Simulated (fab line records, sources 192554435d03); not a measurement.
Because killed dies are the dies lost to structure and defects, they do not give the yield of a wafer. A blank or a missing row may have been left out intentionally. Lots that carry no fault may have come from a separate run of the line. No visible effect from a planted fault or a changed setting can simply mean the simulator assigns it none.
What tool caused it? -- flow n5 finfet -- 24 lots, 72 wafers sampled, at 6 steps of a route of 1938

## WHAT THE GAUGES SHOWED, per wafer
N5_GATE_CUT_OVL_MEAS_14. Usual: GATE_CUT_OVL typically reads 0.5 nm, with standard deviation 0.61.
lot,measured,on,GATE_CUT_OVL (nm),flag
L074,day 4 11:37,overlay-01,0.2 0.4 -0.2,
L075,day 4 22:29,overlay-01,-0.2 0.2 -0.5,
L076,day 5 03:39,overlay-02,0.0 0.2 0.0,
L077,day 5 05:15,overlay-02,0.3 0.0 0.2,
L078,day 5 15:00,overlay-02,0.3 0.1 0.7,
L079,day 5 17:31,overlay-02,-0.3 0.3 0.3,
L080,day 5 23:53,overlay-02,0.1 0.9 0.9,
L081,day 6 03:29,overlay-01,0.7 1.3 1.3,
L082,day 6 14:25,overlay-01,0.2 0.5 1.7,
L083,day 6 19:00,overlay-01,1.5 0.7 0.5,
L084,day 7 02:34,overlay-01,0.7 1.5 0.9,
L085,day 7 09:05,overlay-02,-0.5 -0.2 0.6,
L086,day 7 13:15,overlay-01,0.6 1.1 -0.1,
L087,day 7 15:22,overlay-02,0.8 -0.1 0.3,
L088,day 8 04:59,overlay-01,1.2 1.8 0.1,
L089,day 8 07:17,overlay-02,0.2 0.1 0.4,
L090,day 8 14:43,overlay-01,-0.1 0.0 0.7,
L091,day 8 20:16,overlay-02,0.1 0.3 0.3,
L092,day 9 02:23,overlay-01,-0.1 0.1 -0.3,
L093,day 9 06:07,overlay-01,-0.3 0.0 0.6,
L094,day 9 16:03,overlay-02,1.5 1.3 2.0,
L095,day 9 18:30,overlay-01,0.8 1.1 1.2,
L096,day 9 23:49,overlay-01,-0.3 0.4 -0.3,
L097,day 10 05:05,overlay-02,1.3 0.8 0.8,

N5_MOL_CONTACT_COAG_OVL_MEAS_09. Usual: CA_OVL typically reads 0.1 nm, with standard deviation 0.74.
lot,measured,on,CA_OVL (nm),flag
L074,day 4 17:37,overlay-01,0.1 0.5 0.4,
L075,day 5 02:55,overlay-02,0.0 0.5 0.9,
L076,day 5 07:53,overlay-02,0.3 -0.4 0.2,
L077,day 5 09:10,overlay-02,-0.3 -0.9 0.5,
L078,day 5 18:47,overlay-01,0.1 -0.3 -0.7,
L079,day 5 21:18,overlay-02,-0.2 0.2 0.2,
L080,day 6 03:51,overlay-01,1.0 1.9 0.4,
L081,day 6 07:41,overlay-01,1.1 0.4 -0.3,
L082,day 6 18:20,overlay-01,0.4 0.8 0.9,
L083,day 6 22:55,overlay-01,-0.5 -0.2 -0.5,
L084,day 7 06:29,overlay-02,0.6 1.1 0.3,
L085,day 7 13:20,overlay-02,0.3 -0.4 -0.8,
L086,day 7 17:10,overlay-02,1.1 0.2 0.4,
L087,day 7 19:08,overlay-01,1.2 0.8 0.3,
L088,day 8 09:26,overlay-01,-0.9 0.1 1.1,
L089,day 8 11:54,overlay-02,1.3 1.1 -0.5,
L090,day 8 18:31,overlay-01,0.3 0.5 -1.5,
L091,day 9 00:24,overlay-02,-0.5 0.3 -1.0,
L092,day 9 07:17,overlay-02,0.2 0.7 -0.8,
L093,day 9 10:05,overlay-02,0.4 0.9 0.5,
L094,day 9 20:29,overlay-01,-0.1 -0.1 -0.9,
L095,day 9 22:27,overlay-02,0.6 -0.2 0.3,
L096,day 10 04:12,overlay-02,0.9 -0.6 1.4,
L097,day 10 09:01,overlay-01,-0.1 0.7 1.1,

## TOOL THAT RAN EACH LOT (tool first, then ch and the chambers of the sampled wafers, then the start)
lot,N5_HKMG_FIN_CVD_62,N5_GATE_CUT_HM_OPEN_40,N5_GATE_CUT_STRIP_42,N5_GATE_CUT_VAPOR_ETCH_48
L074,"thermal cvd si-02 ch 0,1, day 4 02:04","rie diel-01 ch 0,2, day 4 11:53","rie diel-01 ch 0,2, day 4 11:58","rie metal-01 ch 0,1, day 4 12:18"
L075,"thermal cvd si-01 ch 0,1, day 4 12:18","rie diel-02 ch 0,1, day 4 22:44","rie diel-02 ch 0,1, day 4 22:49","rie metal-03 ch 0,1, day 4 23:09"
L076,"thermal cvd si-02 ch 0,1, day 4 17:27","rie diel-05 ch 1,2, day 5 03:54","rie diel-05 ch 1,2, day 5 03:59","rie metal-02 ch 0,1, day 5 04:19"
L077,"thermal cvd si-01 ch 0,1, day 4 18:18","rie diel-05 ch 1,2, day 5 05:30","rie diel-05 ch 1,2, day 5 05:35","rie metal-02 ch 0,1, day 5 05:55"
L078,"thermal cvd si-02 ch 0,1, day 5 04:16","rie diel-05 ch 0,3, day 5 15:16","rie diel-05 ch 0,3, day 5 15:20","rie metal-01 ch 0,1, day 5 15:40"
L079,"thermal cvd si-01 ch 0,1, day 5 07:26","rie diel-05 ch 0,2,3, day 5 17:46","rie diel-05 ch 0,2,3, day 5 17:51","rie metal-01 ch 0,1, day 5 18:11"
L080,"thermal cvd si-02 ch 0,1,2, day 5 14:15","rie diel-02 ch 1,2,3, day 6 00:08","rie diel-02 ch 1,2,3, day 6 00:13","rie metal-02 ch 0,1, day 6 00:32"
L081,"thermal cvd si-01 ch 0,1, day 5 17:43","rie diel-05 ch 1,3, day 6 03:44","rie diel-05 ch 1,3, day 6 03:49","rie metal-01 ch 0,1, day 6 04:08"
L082,"thermal cvd si-02 ch 0,1,2, day 6 03:52","rie diel-05 ch 0,1,2, day 6 14:41","rie diel-05 ch 0,1,2, day 6 14:46","rie metal-03 ch 1, day 6 15:05"
L083,"thermal cvd si-01 ch 0,1, day 6 09:13","rie diel-02 ch 0,2,3, day 6 19:15","rie diel-02 ch 0,2,3, day 6 19:20","rie metal-02 ch 0,1, day 6 19:40"
L084,"thermal cvd si-02 ch 0,1,2, day 6 16:56","rie diel-02 ch 0,3, day 7 02:49","rie diel-02 ch 0,3, day 7 02:54","rie metal-01 ch 0,1, day 7 03:14"
L085,"thermal cvd si-01 ch 0,1, day 6 23:13","rie diel-01 ch 0,2,3, day 7 09:40","rie diel-01 ch 0,2,3, day 7 09:44","rie metal-02 ch 0,1, day 7 10:04"
L086,"thermal cvd si-02 ch 1,2, day 7 03:31","rie diel-01 ch 2,3, day 7 13:31","rie diel-01 ch 2,3, day 7 13:35","rie metal-02 ch 0,1, day 7 13:55"
L087,"thermal cvd si-01 ch 0,1,2, day 7 05:32","rie diel-05 ch 0,2,3, day 7 15:37","rie diel-05 ch 0,2,3, day 7 15:42","rie metal-03 ch 1, day 7 16:01"
L088,"thermal cvd si-02 ch 0,1,2, day 7 18:30","rie diel-05 ch 0,1,3, day 8 05:14","rie diel-05 ch 0,1,3, day 8 05:19","rie metal-02 ch 0,1, day 8 05:39"
L089,"thermal cvd si-01 ch 1,2, day 7 21:22","rie diel-02 ch 0,1,3, day 8 08:22","rie diel-02 ch 0,1,3, day 8 08:27","rie metal-03 ch 0,1, day 8 08:47"
L090,"thermal cvd si-02 ch 0,1,2, day 8 04:30","rie diel-05 ch 1,3, day 8 14:59","rie diel-05 ch 1,3, day 8 15:04","rie metal-02 ch 0,1, day 8 15:23"
L091,"thermal cvd si-01 ch 1,2, day 8 10:09","rie diel-02 ch 1,2,3, day 8 20:31","rie diel-02 ch 1,2,3, day 8 20:36","rie metal-02 ch 0,1, day 8 20:56"
L092,"thermal cvd si-02 ch 0,1,2, day 8 16:26","rie diel-01 ch 2,3, day 9 02:38","rie diel-01 ch 2,3, day 9 02:44","rie metal-03 ch 1, day 9 03:04"
L093,"thermal cvd si-01 ch 0,1,2, day 8 20:23","rie diel-01 ch 2,3, day 9 06:34","rie diel-01 ch 2,3, day 9 06:38","rie metal-02 ch 0,1, day 9 06:58"
L094,"thermal cvd si-02 ch 0,1, day 9 06:09","rie diel-01 ch 0,2, day 9 16:24","rie diel-01 ch 0,2, day 9 16:31","rie metal-02 ch 0,1, day 9 16:54"
L095,"thermal cvd si-01 ch 0,1,2, day 9 08:19","rie diel-05 ch 1,2,3, day 9 18:47","rie diel-05 ch 1,2,3, day 9 18:52","rie metal-03 ch 0,1, day 9 19:12"
L096,"thermal cvd si-02 ch 0,1,2, day 9 13:09","rie diel-05 ch 0,1,3, day 10 00:03","rie diel-05 ch 0,1,3, day 10 00:08","rie metal-02 ch 0,1, day 10 00:32"
L097,"thermal cvd si-01 ch 0,1,2, day 9 19:10","rie diel-05 ch 0,1,3, day 10 05:30","rie diel-05 ch 0,1,3, day 10 05:35","rie metal-02 ch 0,1, day 10 05:54"
- N5_HKMG_FIN_CVD_62: deposits a-Si from Si2H6, target thk 3 nm, time 20.8 s.
- N5_GATE_CUT_HM_OPEN_40: chemistry C4F6/O2, target SiO2, target depth 139 nm, time 85.1 s.
- N5_GATE_CUT_STRIP_42: strips in O2.
- N5_GATE_CUT_VAPOR_ETCH_48: etches TiN in BCl3/Cl2.

## WHAT THE TOOLS THEMSELVES READ (means of the sampled wafers that have a number; where no wafer has one, the mark that the record gives instead)
N5_HKMG_FIN_CVD_62. Usual: heater power w 1548 W, standard deviation 190.
lot,tool,heater power w (W),flag
L074,thermal cvd si-02,1294,
L075,thermal cvd si-01,1638,
L076,thermal cvd si-02,1286,
L077,thermal cvd si-01,1649,
L078,thermal cvd si-02,1315,
L079,thermal cvd si-01,1675,
L080,thermal cvd si-02,1445,
L081,thermal cvd si-01,1670,
L082,thermal cvd si-02,1449,
L083,thermal cvd si-01,1653,
L084,thermal cvd si-02,1445,
L085,thermal cvd si-01,1665,
L086,thermal cvd si-02,1450,
L087,thermal cvd si-01,1661,
L088,thermal cvd si-02,1472,
L089,thermal cvd si-01,1683,
L090,thermal cvd si-02,1462,
L091,thermal cvd si-01,1674,
L092,thermal cvd si-02,1455,
L093,thermal cvd si-01,1652,
L094,thermal cvd si-02,1299,
L095,thermal cvd si-01,1666,
L096,thermal cvd si-02,1462,
L097,thermal cvd si-01,1697,

N5_GATE_CUT_HM_OPEN_40. Usual: drypump motor current A 5.8 A, standard deviation 0.4; etch rf on time s 94.1 s, standard deviation 1.8; oes product au 0.70 a.u., standard deviation 0.084; rf vpp V 671 V, standard deviation 10; showerhead plenum p Torr 2.88 Torr, standard deviation 0.086; throttle valve pct 21.00 %, standard deviation 0.18.
lot,tool,drypump motor current A (A),etch rf on time s (s),oes product au (a.u.),rf vpp V (V),showerhead plenum p Torr (Torr),throttle valve pct (%),flag
L074,rie diel-01,6.1,92.2,0.76,677,2.83,21.13,
L075,rie diel-02,5.6,96.2,0.64,674,2.94,21.17,
L076,rie diel-05,5.3,93.0,0.70,674,2.78,20.86,
L077,rie diel-05,5.7,93.0,0.70,680,2.81,20.86,
L078,rie diel-05,6.0,95.1,0.64,671,2.94,21.07,
L079,rie diel-05,5.6,93.2,0.65,670,2.87,21.02,
L080,rie diel-02,6.1,94.4,0.70,666,2.92,20.86,
L081,rie diel-05,5.8,94.1,0.66,679,2.89,21.02,
L082,rie diel-05,5.7,93.1,0.67,675,2.84,20.94,
L083,rie diel-02,6.0,93.4,0.72,665,2.92,20.92,
L084,rie diel-02,5.7,94.7,0.73,666,2.96,21.10,
L085,rie diel-01,6.0,95.0,0.73,673,2.83,21.08,
L086,rie diel-01,5.8,93.2,0.74,670,2.83,21.02,
L087,rie diel-05,5.6,96.2,0.65,671,2.87,21.03,
L088,rie diel-05,6.0,94.7,0.65,677,2.90,21.03,
L089,rie diel-02,5.8,93.1,0.79,667,2.96,20.96,
L090,rie diel-05,5.9,93.7,0.64,678,2.89,21.04,
L091,rie diel-02,6.1,93.9,0.76,665,2.91,20.78,
L092,rie diel-01,5.8,93.4,0.87,672,2.97,20.81,
L093,rie diel-01,5.8,91.2,0.86,671,2.97,20.81,
L094,rie diel-01,6.0,93.1,0.84,675,2.97,20.87,
L095,rie diel-05,5.6,94.3,0.65,676,2.82,20.98,
L096,rie diel-05,6.0,94.3,0.64,676,2.89,21.04,
L097,rie diel-05,6.0,95.9,0.63,676,2.89,21.05,

N5_GATE_CUT_STRIP_42. Usual: drypump motor current A 5.8 A, standard deviation 0.4; oes product au 0.78 a.u., standard deviation 0.094; rf vpp V 3.7 V, standard deviation 0.52; showerhead plenum p Torr 2.12 Torr, standard deviation 0.07; throttle valve pct 16.73 %, standard deviation 0.18.
lot,tool,drypump motor current A (A),oes product au (a.u.),rf vpp V (V),showerhead plenum p Torr (Torr),throttle valve pct (%),flag
L074,rie diel-01,6.1,0.83,3.9,2.08,16.79,
L075,rie diel-02,5.6,0.71,4.2,2.15,16.80,
L076,rie diel-05,5.3,0.76,3.7,2.05,16.58,
L077,rie diel-05,5.7,0.78,3.9,2.07,16.58,
L078,rie diel-05,6.0,0.70,4.0,2.17,16.83,
L079,rie diel-05,5.7,0.72,3.1,2.11,16.76,
L080,rie diel-02,6.0,0.78,3.5,2.15,16.58,
L081,rie diel-05,5.9,0.72,4.0,2.14,16.83,
L082,rie diel-05,5.7,0.74,3.8,2.09,16.66,
L083,rie diel-02,6.0,0.80,3.8,2.16,16.72,
L084,rie diel-02,5.7,0.83,3.4,2.19,16.86,
L085,rie diel-01,6.0,0.81,4.1,2.07,16.77,
L086,rie diel-01,5.8,0.81,4.2,2.07,16.71,
L087,rie diel-05,5.6,0.71,3.5,2.11,16.78,
L088,rie diel-05,6.0,0.72,3.4,2.14,16.79,
L089,rie diel-02,5.8,0.88,3.7,2.18,16.63,
L090,rie diel-05,5.9,0.71,3.7,2.13,16.87,
L091,rie diel-02,6.1,0.84,3.5,2.15,16.49,
L092,rie diel-01,5.8,0.97,3.6,2.19,16.52,
L093,rie diel-01,5.8,0.97,3.4,2.19,16.52,
L094,rie diel-01,6.0,0.94,4.1,2.19,16.59,
L095,rie diel-05,5.6,0.72,3.3,2.08,16.75,
L096,rie diel-05,6.0,0.70,4.0,2.13,16.82,
L097,rie diel-05,6.0,0.70,3.8,2.13,16.83,

N5_GATE_CUT_VAPOR_ETCH_48. Usual: drypump motor current A 5.7 A, standard deviation 0.48; oes product au 0.74 a.u., standard deviation 0.099.
lot,tool,drypump motor current A (A),oes product au (a.u.),flag
L074,rie metal-01,5.6,0.69,
L075,rie metal-03,5.2,0.75,
L076,rie metal-02,5.7,0.82,
L077,rie metal-02,5.8,0.82,
L078,rie metal-01,6.2,0.74,
L079,rie metal-01,5.6,0.68,
L080,rie metal-02,5.8,0.81,
L081,rie metal-01,5.6,0.68,
L082,rie metal-03,5.1,0.79,
L083,rie metal-02,5.7,0.81,
L084,rie metal-01,5.6,0.68,
L085,rie metal-02,5.8,0.74,
L086,rie metal-02,5.8,0.73,
L087,rie metal-03,5.1,0.79,
L088,rie metal-02,5.8,0.73,
L089,rie metal-03,5.2,0.68,
L090,rie metal-02,5.7,0.81,
L091,rie metal-02,5.8,0.73,
L092,rie metal-03,5.1,0.79,
L093,rie metal-02,5.7,0.80,
L094,rie metal-02,5.7,0.79,
L095,rie metal-03,5.2,0.72,
L096,rie metal-02,5.8,0.72,
L097,rie metal-02,5.8,0.72,

## THE ANSWER, worked out from the rows above alone
Rule: a lot is off if the mean of its wafers that have a number lies more than 3 standard deviations from the usual mean. Also off: a lot with no number at a reading for which 4 or more lots have one. All remaining lots with rows at the step are treated as sound. The gauges are gone through in route order, then the tools' own readings, and for those a lot's mean is taken as printed above. At the first step where some lot is off, the reading lying furthest off is the one used; lots without a number count as furthest.
No lot is off on any of the readings shown, so nothing can be concluded from this.

## WHAT WAS PUT IN BY THE SIMULATOR
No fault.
